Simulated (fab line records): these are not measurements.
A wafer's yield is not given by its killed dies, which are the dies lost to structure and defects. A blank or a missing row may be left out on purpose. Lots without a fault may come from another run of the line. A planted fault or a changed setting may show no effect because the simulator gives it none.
Comparing a struck lot with a sound one + flow nand_harc + 15 out of 1159 route steps
Sound: these wafers, L669.1, L669.4, L669.5. The struck wafers were L671.1, L671.4, L671.6. The cause comes at the end.
For every step that has rows: the tool of each side, followed by ch and its chambers, followed by its first start. Under that, the readings that differ: sound wafers + struck wafers + difference of the means + sigmas: that difference in standard deviations of wafers without a fault.
alike: words and numbers the same on both sides, and readings whose means are apart by under 2 such deviations; not compared: readings that were withheld, readings missing a value for some wafer, numbers with overlapping values and no deviation given by the record, and bounds like >300 which may hide the same value.
The two part at a step that has a row with sigmas, a row that says differs or no value, or rows on one side only. When numbers do not overlap yet have no deviation, they are printed without sigmas and do not part them. A reading that every wafer of one side lacks parts them only if that side has two wafers or more.

first, 8 steps without rows for these wafers: NHARC_P_M0_HMDS_02 (time 30 s); NHARC_P_M0_COAT_33 (time 65 s); NHARC_P_M0_COAT_03 (resist thk 90 nm); NHARC_P_M0_SOFTBAKE_04 (time 55 s); NHARC_P_M0_EBR_05; NHARC_P_M0_EXPOSE_06 (exposes mask P M0, target cd 90 nm); NHARC_P_M0_PEB_07 (peb time 65 s); NHARC_P_M0_DEVELOP_08 (develop time 35 s).
NHARC_P_M0_CD_MEAS_09: target cd 90 nm.
  sound on cd_sem-01 ch 0, day 6 19:49; struck on cd_sem-02 ch 0, day 7 12:39
  alike: cd_nm
NHARC_P_M0_OVL_MEAS_10: pitch 180 nm.
  sound on overlay-02 at day 6 19:53; struck on overlay-01 at day 7 12:44
  alike: overlay_x_nm, overlay_y_nm
NHARC_P_M0_INSPECT_11:
  sound on defect_inspect-02 at day 6 19:56; struck on defect_inspect-02 at day 7 12:47
  alike: raw_defect_count
NHARC_P_M0_DESCUM_14: chemistry O2, time 3 s.
  sound on rie_diel-03 ch 0,1, day 6 19:59; struck on rie_diel-03 ch 1,2, day 7 12:50
| reading            | sound | struck        | difference | sigmas |
|--------------------|-------|---------------|------------|--------|
| mfc_ar_sccm (sccm) | 0 0 0 | 0 0.019 0.019 | +0         | +2     |
  alike: drypump_motor_current_A, oes_product_au, rf_vpp_V, showerhead_plenum_p_Torr, throttle_valve_pct
  not compared: rf_hours_counter_h
NHARC_P_M0_ETCH_34: etches the open film in N2/H2, target depth 40 nm, overetch 12 nm, time 43.94 s.
  sound on rie_diel-03 ch 0,3, day 6 20:05; struck on rie_diel-03 ch 0,2, day 7 12:55
  no value came back on the struck wafers for any of 8 readings (bias_w (W), chamber_pressure_mTorr (mTorr) and others); on the sound wafers bias_w (W) reads 149.3 149.2 149.4
  not compared: rf_hours_counter_h
NHARC_P_M0_ETCH_15: etches the open film in C4F8/Ar, target depth 150 nm, overetch 15 nm, time 82.5 s.
  sound on rie_diel-03 ch 0,1,3; struck on rie_diel-03 ch 1,2,3, day 7 13:01
  alike: bias_w, chamber_pressure_mTorr, oes_product_au, rf_vpp_V
  not compared: rf_hours_counter_h
-- record jumps: 14 days between struck wafers' starts before vs after; left off in module P_M0, resumes in module END, first step shown is number 1159 of the route --
NHARC_END_SORT_01:
  at this point the record logs the struck wafers (prober-02 ch 0, day 21 01:47) and has no rows for the sound ones

## WHERE THEY PART
Last at NHARC_END_SORT_01 as far as this record goes, first at NHARC_P_M0_DESCUM_14.

WHY: whatever the simulator had introduced
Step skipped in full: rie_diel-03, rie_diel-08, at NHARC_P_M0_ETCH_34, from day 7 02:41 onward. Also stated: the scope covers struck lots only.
